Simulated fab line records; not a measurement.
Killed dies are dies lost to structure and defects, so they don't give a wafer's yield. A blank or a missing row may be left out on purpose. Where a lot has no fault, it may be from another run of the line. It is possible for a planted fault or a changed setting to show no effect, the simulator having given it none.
A lot that was struck, set against a sound lot -- flow nand-harc -- 18 out of 1159 route steps
Sound: the wafers L522.4, L522.5, L522.6. Wafers struck: L537.1, L537.2, L537.3. The cause is named last.
Per side, at each step with rows, come the tool, then ch with its chambers, and then its first start. Under that, the readings that differ: sound wafers -- struck wafers -- difference of the means -- sigmas: that difference in standard deviations of wafers without a fault.
alike: readings whose means differ by less than 2 such deviations, and words and numbers that are the same on both sides. not compared: withheld readings, readings that some wafer has no value for, bounds like >300 that may hide the same value, and numbers for which the record gives no deviation and whose values overlap.
The two part at a step that has a row with sigmas, a row that says differs or no value, or rows on one side only. When numbers do not overlap yet have no deviation, they are printed without sigmas and do not part them. Lack of a reading on every wafer of one side parts them only where that side has two or more wafers.

first, 1 step without rows for these wafers: NHARC_P_ZERO_WELL_HARDBAKE_12 (time 65 s).
NHARC_P_ZERO_WELL_DESCUM_13: chemistry O2, time 3 s.
  sound on rie-diel-08 ch 0,3, day 2 07:17; struck on rie-diel-07 ch 0,2,3, day 6 01:16
  alike: drypump-motor-current-A, mfc-ar-sccm, oes-product-au, rf-vpp-V, showerhead-plenum-p-Torr, throttle-valve-pct
  not compared: rf-hours-counter-h
NHARC_P_ZERO_WELL_ETCH_65: etches the open film in N2/H2, target depth 80 nm, overetch 24 nm, time 87.88 s.
  sound on rie-diel-08 ch 1,2,3, day 2 07:23; struck on rie-diel-07 ch 0,2,3, day 6 01:21
  alike: drypump-motor-current-A, mfc-ar-sccm, oes-product-au, rf-vpp-V, showerhead-plenum-p-Torr, throttle-valve-pct
  not compared: rf-hours-counter-h
NHARC_P_ZERO_WELL_ETCH_62: etches the open film in CHF3/Ar, target depth 13 nm, time 6.5 s.
  sound: rie-diel-08 ch 0,2,3; struck: rie-diel-07 ch 0,2,3
reading,sound,struck,difference,sigmas
oes-product-au (a.u.),0.931 0.912 0.935,0.994 0.963 0.981,+0.053,+3
  alike: drypump-motor-current-A, mfc-ar-sccm, rf-vpp-V, showerhead-plenum-p-Torr, throttle-valve-pct
  not compared: rf-hours-counter-h
NHARC_P_ZERO_WELL_ETCH_63: etches the open film in HBr/Cl2, target depth 120 nm, time 40.1 s.
  sound on rie-si-03 ch 0,2,3, day 2 07:34; struck on rie-si-06 ch 1,2,3, day 6 01:31
  alike: drypump-motor-current-A, hbr-flow-sccm, oes-product-au, throttle-valve-pct
  not compared: rf-hours-counter-h
then, 7 steps without rows for these wafers: NHARC_P_ZERO_WELL_STRIP_15 (strips in SPM, time 900 s); NHARC_P_ZERO_WELL_DEHYDRATE_16 (time 120 s); NHARC_P_ZERO_WELL_HMDS_17 (time 30 s); NHARC_P_ZERO_WELL_COAT_18; NHARC_P_ZERO_WELL_SOFTBAKE_19 (time 95 s); NHARC_P_ZERO_WELL_EBR_20; NHARC_P_ZERO_WELL_EXPOSE_21 (exposes mask P NWELL, target cd 720 nm).
NHARC_P_ZERO_WELL_PEB_22: peb time 85 s.
  sound on litho-track-03 ch 0, day 2 08:23; struck on litho-track-02 ch 0, day 6 02:22
reading,sound,struck,difference,sigmas
heater-power-total-W (W),164.16 163.96 163.68,137.89 138.20 138.06,-25.88,-92
plate-temp-C (C),117.96 118.02 118.17,103.87 103.88 103.68,-14.24,-99 or more
  alike: exhaust-pa
then, 1 step without rows for these wafers: NHARC_P_ZERO_WELL_DEVELOP_23 (time 70 s).
NHARC_P_ZERO_WELL_CD_MEAS_24: the cd target is 720 nm.
  sound on cd-sem-01 ch 0, day 2 08:28; struck on cd-sem-03 ch 0, day 6 02:27
reading,sound,struck,difference,sigmas
cd-nm (nm),724.5 721.4 720.9,667.6 669.3 669.4,-53.5,-20
then, 1 step without rows for these wafers: NHARC_P_ZERO_WELL_HARDBAKE_25 (time 80 s).
NHARC_P_ZERO_WELL_DESCUM_26: chemistry O2, time 3 s.
  sound on rie-diel-08 ch 0,2,3, day 2 08:40; struck on rie-diel-11 ch 0,1,3, day 6 02:37
reading,sound,struck,difference,sigmas
model.P_ZERO_WELL.cd-nm (nm),724 721 721.3,668 669.1 669.5,-53,
  alike: drypump-motor-current-A, mfc-ar-sccm, oes-product-au, rf-vpp-V, showerhead-plenum-p-Torr, throttle-valve-pct
  not compared: rf-hours-counter-h
after that, 1 step had no rows for these wafers: NHARC_P_ZERO_WELL_IMPLANT_27.

== WHERE THEY PART ==
Last at NHARC_P_ZERO_WELL_CD_MEAS_24 as far as this record goes, first at NHARC_P_ZERO_WELL_ETCH_62. Later steps at which nothing parts them and some readings are alike: NHARC_P_ZERO_WELL_DESCUM_26.

WHY: what had been put in by the simulator
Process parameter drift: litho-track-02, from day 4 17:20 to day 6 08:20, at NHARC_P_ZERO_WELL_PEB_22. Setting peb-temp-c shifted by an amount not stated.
